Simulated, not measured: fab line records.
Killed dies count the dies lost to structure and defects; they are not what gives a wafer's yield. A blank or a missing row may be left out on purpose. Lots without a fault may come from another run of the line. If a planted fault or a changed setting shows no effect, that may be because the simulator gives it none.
fab line records | flow nandHarc
record lots=14 wafers=42 lastDay=24
route steps=1159 shown P_GATE@145
lots that met no fault: from a run of the same line without faults
startH: the number of hours between the record's first day and the start of the first shown wafer of the lot | waitH: how many hours have passed since the lot's step before this one | " the same as in the row above | L1.1+2: one row covering several wafers at once | - no value, or no start was given | * or withheld: withheld | < > ~ a bound
route shown NAME@n: NAME is a module with steps in the file, n the number in the route of the first one | usual: average and standard deviation across the fault-free wafers | same: alike in all rows | chamber/n: place in a boat | sites: per-site readings | _std_site: the values' standard deviation | _edge_site: inner sites' mean taken away from outer sites' mean | radiusMm: for every site, how far away it sits from the centre of the wafer | mask NAME#n: copy n | behind: tool/chamber where the wafer was last shaped | hold: why the lot was held/for how many hours/how that ended | device: the transistor (n, p or np) that didn't switch | end of line: at the end of the route, the tests of the same wafers | for a step that has no rows: nothing shown but its recipe | killed: at the first sort, the dies lost to defects and structure; wafer yield is something else | map: a wafer's dies, marking killed ones x, the rest . and places with no die _
set.NAME: setting as actually run; set.NAME@STEP: the setting as run at that earlier step | model.NAME: the simulator's own value behind a step, which no gauge read
a sample of lots followed through the steps of the route, with each step as a table and each wafer as a row
services: the hour from which a tool's chamber was out of use, counted from the record's first day as startH (under 0 if before that day), plus the number of hours and why
## steps
# step NHARC_P_GATE_ETCH_104
# recipe targetDepthA=600 timeS=withheld cf4FlowSccm=100 chf3FlowSccm=30 arFlowSccm=0 rfW=500 biasW=200 chemistry=CF4/CHF3
# usual drypumpMotorCurrentA=5.6/0.34 oesProductAu=0.958/0.024 rfVppV=370.7/3 showerheadPlenumPTorr=1.57/0.086 throttleValvePct=16.804/0.0093
# columns lot.wafer tool chamber startH waitH drypumpMotorCurrentA oesProductAu rfVppV showerheadPlenumPTorr throttleValvePct
L868.3 rieDiel-03 1 88.12 0.1 5.2 0.950 370.9 1.55 16.789
L868.2 " 2 " " 5.5 0.960 375.3 1.70 16.828
L868.1 " 3 " " 5.5 0.938 368.5 1.49 16.799
L869.2 rieDiel-03 2 88.37 0.1 5.5 0.950 375.7 1.70 16.802
L869.4 " 0 " " 5.6 0.968 373.9 1.70 16.819
L869.1 " 1 " " 5.2 0.956 369.8 1.55 16.808
L870.1 rieDiel-10 3 100.97 0.1 5.2 0.926 370.0 1.55 16.795
L870.3 " 1 " " 5.3 0.959 366.6 1.48 16.812
L870.6 " 3 " " 5.2 0.918 369.1 1.55 16.810
L873.4 rieDiel-11 2 116.22 0.1 6.1 0.977 367.6 1.49 16.804
L873.2 " 3 " " 5.4 0.979 367.5 1.51 16.799
L873.6 " 2 " " 6.1 0.988 367.9 1.49 16.798
L876.1 rieDiel-03 0 140.99 0.1 5.7 0.927 373.9 1.69 16.795
L876.4 " 3 " " 5.5 0.910 368.0 1.49 16.823
L876.5 " 1 " " 5.2 0.936 369.1 1.55 16.810
L881.4 rieDiel-03 2 167.42 0.1 5.5 0.927 374.6 1.69 16.800
L881.6 " 0 " " 5.7 0.940 372.9 1.69 16.789
L881.5 " 1 " " 5.2 0.943 369.9 1.54 16.802
L879.1 rieDiel-03 0 168.11 0.1 5.6 0.991 373.3 1.69 16.801
L879.3 " 1 " " 5.2 0.994 369.4 1.54 16.789
L879.4 " 2 " " 5.5 0.959 374.6 1.69 16.796
L880.3 rieDiel-03 2 169.19 0.1 5.5 0.968 375.2 1.69 16.802
L880.2 " 3 " " 5.6 0.960 366.7 1.49 16.806
L880.1 " 0 " " 5.7 0.986 374.1 1.69 16.799
L884.1 rieDiel-03 2 184.58 0.2 5.5 0.920 375.8 1.69 16.793
L884.2 " 0 " " 5.7 0.933 374.8 1.69 16.817
L884.5 " 1 " " 5.2 0.942 369.2 1.54 16.788
L886.2 rieDiel-10 3 190.01 0.1 5.2 0.972 369.6 1.54 16.806
L886.1 " 1 " " 5.3 0.997 367.6 1.47 16.825
L886.3 " 2 " " 6.0 0.978 373.8 1.67 16.814
L885.2 rieDiel-10 0 190.68 0.1 5.7 0.972 369.1 1.56 16.802
L885.4 " 1 " " 5.3 1.008 367.1 1.47 16.804
L885.6 " 3 " " 5.2 0.985 369.2 1.55 16.800
L887.2 rieDiel-10 3 200.10 0.1 5.2 0.975 370.6 1.54 16.809
L887.6 " 3 " " 5.2 0.973 369.7 1.54 16.802
L887.5 " 0 " " 5.7 0.978 371.4 1.56 16.798
L888.4 rieDiel-03 1 207.08 0.1 5.2 0.934 368.7 1.54 16.814
L888.5 " 3 " " 5.5 0.905 367.7 1.48 16.800
L888.6 " 0 " " 5.7 0.935 375.4 1.68 16.805
L891.4 rieDiel-10 0 222.13 0.1 5.7 0.942 370.4 1.56 16.805
L891.1 " 1 " " 5.3 0.950 369.3 1.47 16.807
L891.6 " 3 " " 5.2 0.974 369.5 1.54 16.808
# step NHARC_P_GATE_STRIP_108
# recipe o2FlowSccm=500 arFlowSccm=0 biasW=0 chemistry=O2
# usual drypumpMotorCurrentA=5.7/0.49 oesProductAu=1.003/0.012 rfVppV=57.6/1 showerheadPlenumPTorr=3.46/0.17 throttleValvePct=17.036/0.0085
# columns lot.wafer tool chamber startH waitH drypumpMotorCurrentA oesProductAu rfHoursCounterH rfVppV showerheadPlenumPTorr throttleValvePct
L868.2 rieDiel-10 2 88.80 - 6.1 0.986 18 57.7 3.75 17.023
L868.1 " 3 " " 5.2 0.988 13 58.0 3.47 17.019
L868.3 " 0 " " 5.7 1.021 19 56.8 3.51 17.043
L869.4 rieDiel-10 2 89.07 - 6.1 1.002 18 58.6 3.75 17.045
L869.1 " 3 " " 5.2 0.997 13 58.5 3.47 17.042
L869.2 " 0 " " 5.7 1.024 19 58.3 3.51 17.056
L870.3 rieDiel-11 2 101.57 - 6.1 0.997 22 56.8 3.35 17.025
L870.1 " 0 " " 6.9 0.992 30 57.2 3.29 17.046
L870.6 " 2 " " 6.1 0.999 - 57.2 3.35 17.036
L873.2 rieDiel-10 1 116.78 - 5.3 1.008 17 56.9 3.31 17.040
L873.4 " 2 " " 6.1 0.996 23 56.8 3.74 17.040
L873.6 " 3 " " 5.2 0.996 - 56.7 3.47 17.037
L876.4 rieDiel-11 3 141.64 - 5.3 1.008 42 57.2 3.38 17.038
L876.1 " 2 " " 6.1 1.014 34 57.8 3.34 17.025
L876.5 " 3 " " 5.3 1.002 - 58.0 3.37 17.037
L881.4 rieDiel-10 3 168.20 - 5.2 0.999 - 56.8 3.47 17.050
L881.5 " 0 " " 5.7 1.008 - 57.0 3.50 17.046
L881.6 " 3 " " 5.2 1.001 - 58.4 3.47 17.026
L879.4 rieDiel-03 2 168.64 - 5.5 1.002 41 58.5 3.78 17.027
L879.1 " 3 " " 5.5 0.974 42 56.1 3.34 17.028
L879.3 " 0 " " 5.7 0.992 42 57.5 3.78 17.031
L880.3 rieDiel-11 2 170.20 - 6.1 1.012 45 57.1 3.33 17.034
L880.1 " 3 " " 5.3 0.998 53 57.4 3.37 17.037
L880.2 " 0 " " 6.8 0.998 49 59.0 3.28 17.031
L884.2 rieDiel-11 2 185.37 - 6.1 1.006 51 57.2 3.33 17.020
L884.1 " 3 " " 5.3 1.008 58 56.5 3.37 17.038
L884.5 " 3 " " 5.3 1.004 - 56.0 3.37 17.026
L886.2 rieDiel-11 0 190.62 - 6.8 1.000 56 56.7 3.28 17.044
L886.1 " 1 " " 5.5 1.014 58 56.3 3.34 17.027
L886.3 " 2 " " 6.1 0.992 51 56.2 3.33 17.034
L885.4 rieDiel-03 3 191.27 - 5.6 0.992 48 55.9 3.33 17.039
L885.2 " 0 " " 5.7 1.000 50 58.2 3.78 17.026
L885.6 " 1 " " 5.2 1.024 - 56.5 3.46 17.042
L887.2 rieDiel-11 0 200.72 - 6.8 0.978 0 58.7 3.81 17.041
L887.6 " 3 " " 5.4 0.970 - 57.2 3.37 17.030
L887.5 " 0 " " 6.9 0.972 - 58.4 3.81 17.020
L888.4 rieDiel-10 2 207.81 - 6.0 0.994 7 58.1 3.73 17.034
L888.6 " 1 " " 5.3 1.022 - 58.0 3.30 17.044
L888.5 " 2 " " 6.0 1.004 - 59.0 3.73 17.034
L891.4 rieDiel-10 2 223.22 - 6.1 1.006 9 58.9 3.73 17.037
L891.1 " 1 " " 5.3 1.049 8 57.4 3.30 17.044
L891.6 " 3 " " 5.2 1.031 - 57.3 3.46 17.040
# step NHARC_P_GATE_IMPLANT_49
# recipe energyKev=30 doseCm2=3e+15 tiltDeg=7
# usual beamEnergyKeV=30.000/0.0085 beamOnS=30.2/1.6
# columns lot.wafer tool chamber startH waitH beamEnergyKeV beamOnS
L868.1 implanter-02 0 100.37 0.1 30.006 31.3
L868.2 " 0 " " 30.001 30.8
L868.3 " 0 " " 30.001 32.2
L869.1 implanter-02 0 100.54 0.2 29.987 32.5
L869.2 " 0 " " 29.995 34.3
L869.4 " 0 " " 29.999 32.1
L870.1 implanter-01 0 112.93 0.1 30.001 28.9
L870.3 " 0 " " 30.006 29.4
L870.6 " 0 " " 29.998 29.6
L873.2 implanter-01 0 128.26 0.2 30.006 30.4
L873.4 " 0 " " 30.001 29.0
L873.6 " 0 " " 29.997 29.4
L876.1 implanter-02 - 155.20 0.1 - -
L876.4 " - " " - -
L876.5 " - " " - -
L881.4 implanter-01 0 179.78 0.2 30.012 29.8
L881.5 " 0 " " 30.010 29.1
L881.6 " 0 " " 30.026 29.2
L879.1 implanter-01 - 182.27 0.1 - -
L879.3 " - " " - -
L879.4 " - " " - -
L880.1 implanter-01 0 186.03 0.1 29.993 28.8
L880.2 " 0 " " 29.986 29.4
L880.3 " 0 " " 29.993 28.5
L884.1 implanter-02 0 197.22 0.1 30.012 33.0
L884.2 " 0 " " 29.998 31.7
L884.5 " 0 " " 29.996 32.9
L886.1 implanter-01 0 201.96 0.1 30.016 28.0
L886.2 " 0 " " 30.006 29.3
L886.3 " 0 " " 30.023 29.5
L885.2 implanter-01 0 202.76 0.1 29.997 28.1
L885.4 " 0 " " 29.992 28.5
L885.6 " 0 " " 29.997 27.9
L887.2 implanter-01 0 212.20 0.2 30.002 28.9
L887.5 " 0 " " 30.007 29.9
L887.6 " 0 " " 30.007 28.4
L888.4 implanter-01 0 219.38 0.2 29.996 29.8
L888.5 " 0 " " 29.982 29.2
L888.6 " 0 " " 29.990 29.6
L891.1 implanter-01 0 234.66 0.1 30.004 28.4
L891.4 " 0 " " 30.002 29.9
L891.6 " 0 " " 29.991 29.4
# step NHARC_P_GATE_DESCUM_61
# recipe timeS=3 o2FlowSccm=200 arFlowSccm=0 biasPowerW=0 chemistry=O2
# usual drypumpMotorCurrentA=5.6/0.45 oesProductAu=1.004/0.013 rfVppV=57.7/0.88 showerheadPlenumPTorr=1.88/0.1 throttleValvePct=11.311/0.0086
# same timeS=3
# columns lot.wafer tool chamber startH waitH drypumpMotorCurrentA oesProductAu rfHoursCounterH rfVppV showerheadPlenumPTorr throttleValvePct
L868.1 rieDiel-11 1 101.85 - 5.5 0.991 28 58.0 1.81 11.318
L868.2 " 3 " " 5.4 1.008 29 58.3 1.83 11.313
L868.3 " 0 " " 6.8 1.005 30 57.0 1.78 11.314
L869.4 rieDiel-03 1 102.35 - 5.2 0.999 22 56.1 1.88 11.300
L869.1 " 2 " " 5.5 1.015 19 57.8 2.07 11.320
L869.2 " 3 " " 5.6 1.000 20 57.8 1.81 11.302
L870.3 rieDiel-03 1 114.56 - 5.1 0.997 25 57.9 1.88 11.315
L870.1 " 2 " " 5.5 0.998 23 59.2 2.07 11.321
L870.6 " 0 " " 5.7 1.004 - 57.1 2.07 11.322
L873.4 rieDiel-03 1 129.73 - 5.2 1.005 28 58.1 1.88 11.302
L873.2 " 3 " " 5.5 0.988 26 57.3 1.81 11.290
L873.6 " 0 " " 5.7 1.004 - 58.2 2.07 11.318
L876.1 rieDiel-10 0 157.01 - 5.7 1.005 32 58.7 1.90 11.308
L876.4 " 2 " " 6.1 1.005 32 58.0 2.04 11.301
L876.5 " 1 " " 5.3 1.010 - 58.7 1.78 11.310
L881.4 rieDiel-03 3 181.19 - 5.6 0.999 45 58.2 1.80 11.310
L881.5 " 1 " " 5.2 1.019 - 58.1 1.87 11.305
L881.6 " 2 " " 5.5 0.997 - 60.6 2.06 11.312
L879.3 rieDiel-03 0 183.89 - 5.7 1.001 48 59.3 2.06 11.293
L879.4 " 1 " " 5.2 1.026 49 56.0 1.87 11.303
L879.1 " 2 " " 5.5 1.000 46 58.3 2.06 11.298
L880.3 rieDiel-03 0 188.41 - 5.7 1.013 49 58.0 2.06 11.306
L880.1 " 2 " " 5.5 0.995 47 58.1 2.06 11.308
L880.2 " 3 " " 5.6 0.991 47 56.9 1.80 11.300
L884.2 rieDiel-10 1 199.90 - 5.3 1.026 4 57.4 1.78 11.311
L884.1 " 2 " " 6.1 0.999 5 59.3 2.03 11.307
L884.5 " 3 " " 5.2 1.020 - 57.0 1.88 11.320
L886.2 rieDiel-10 1 204.15 - 5.3 1.025 6 56.8 1.78 11.319
L886.1 " 2 " " 6.0 1.003 6 58.1 2.03 11.309
L886.3 " 3 " " 5.2 1.009 6 56.4 1.88 11.306
L885.2 rieDiel-11 3 204.38 - 5.3 0.984 1 58.3 1.82 11.307
L885.4 " 1 " " 5.5 0.998 1 56.4 1.80 11.311
L885.6 " 3 " " 5.3 0.973 - 59.0 1.82 11.310
L887.2 rieDiel-11 2 213.79 - 6.1 1.013 5 58.5 1.80 11.312
L887.6 " 1 " " 5.5 0.987 - 57.3 1.80 11.311
L887.5 " 2 " " 6.1 1.022 - 57.6 1.80 11.325
L888.4 rieDiel-10 1 220.79 - 5.3 1.029 7 57.6 1.78 11.324
L888.6 " 0 " " 5.7 1.004 - 57.5 1.89 11.305
L888.5 " 1 " " 5.3 1.027 - 59.1 1.78 11.321
L891.1 rieDiel-11 2 236.26 - 6.1 1.014 15 57.1 1.79 11.300
L891.4 " 0 " " 6.8 0.990 14 57.8 2.07 11.305
L891.6 " 2 " " 6.1 1.006 - 56.7 1.79 11.316
## services
# columns tool chamber startH hours kind
rieDiel-10 3 65.84 15.7 repair
rieDiel-10 1 70.68 18.1 repair
implanter-02 - 71.00 3.3 repair
rieDiel-03 0 71.93 - clean
rieDiel-03 1 71.93 - clean
rieDiel-03 2 71.93 - clean
rieDiel-03 3 71.93 - clean
rieDiel-03 2 72.38 2.4 repair
rieDiel-03 - 81.06 2.9 repair
implanter-02 - 85.31 13.0 pm
rieDiel-11 1 86.85 8.8 repair
rieDiel-10 0 94.85 4.2 repair
rieDiel-03 0 96.46 - clean
rieDiel-03 1 96.46 - clean
rieDiel-10 - 117.58 0.2 repair
rieDiel-10 3 127.17 16.4 repair
rieDiel-10 2 163.75 5.6 repair
rieDiel-10 1 164.87 9.6 repair
implanter-01 - 171.93 2.7 repair
rieDiel-10 - 176.50 9.0 pm
rieDiel-11 2 185.50 4.2 repair
rieDiel-11 - 191.18 9.0 pm
rieDiel-03 - 215.54 9.0 pm
rieDiel-10 2 225.95 9.4 repair
## key
firstSign step=NHARC_P_GATE_IMPLANT_49 reading=toolRecord direction=missing
effect none on later readings
metAt NHARC_P_GATE_IMPLANT_49
struckLots L876,L879
laterRowsLeftOut L876.1,L876.4,L876.5,L879.1,L879.3,L879.4
sortLeftOut L876.1,L876.4,L876.5,L879.1,L879.3,L879.4
testerLeftOut L876,L879
notActingAt NHARC_P_GATE_ETCH_104,NHARC_P_GATE_STRIP_108,NHARC_P_GATE_DESCUM_61
onsetBetween 128.26 155.20
fault kind=skippedStepWhole tool=implanter-01,implanter-02 chamber=- onsetH=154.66 steps=NHARC_P_GATE_IMPLANT_49 scope=struckLotsOnly
# testerLeftOut: of these lots the tester's yield and bins aren't shown, on N5 and GAA mostly nor the transistor test; their killed dies are dies lost to structure and defects alone, not to doping, threshold or leakage, so they don't give the yield
# sortLeftOut: the simulated sort isn't trusted on such a fault, so these wafers' sort isn't shown, and their yield isn't known
# laterRowsLeftOut: the simulator's readings of these wafers behind a module that went badly wrong aren't trusted and aren't shown, but for the sort
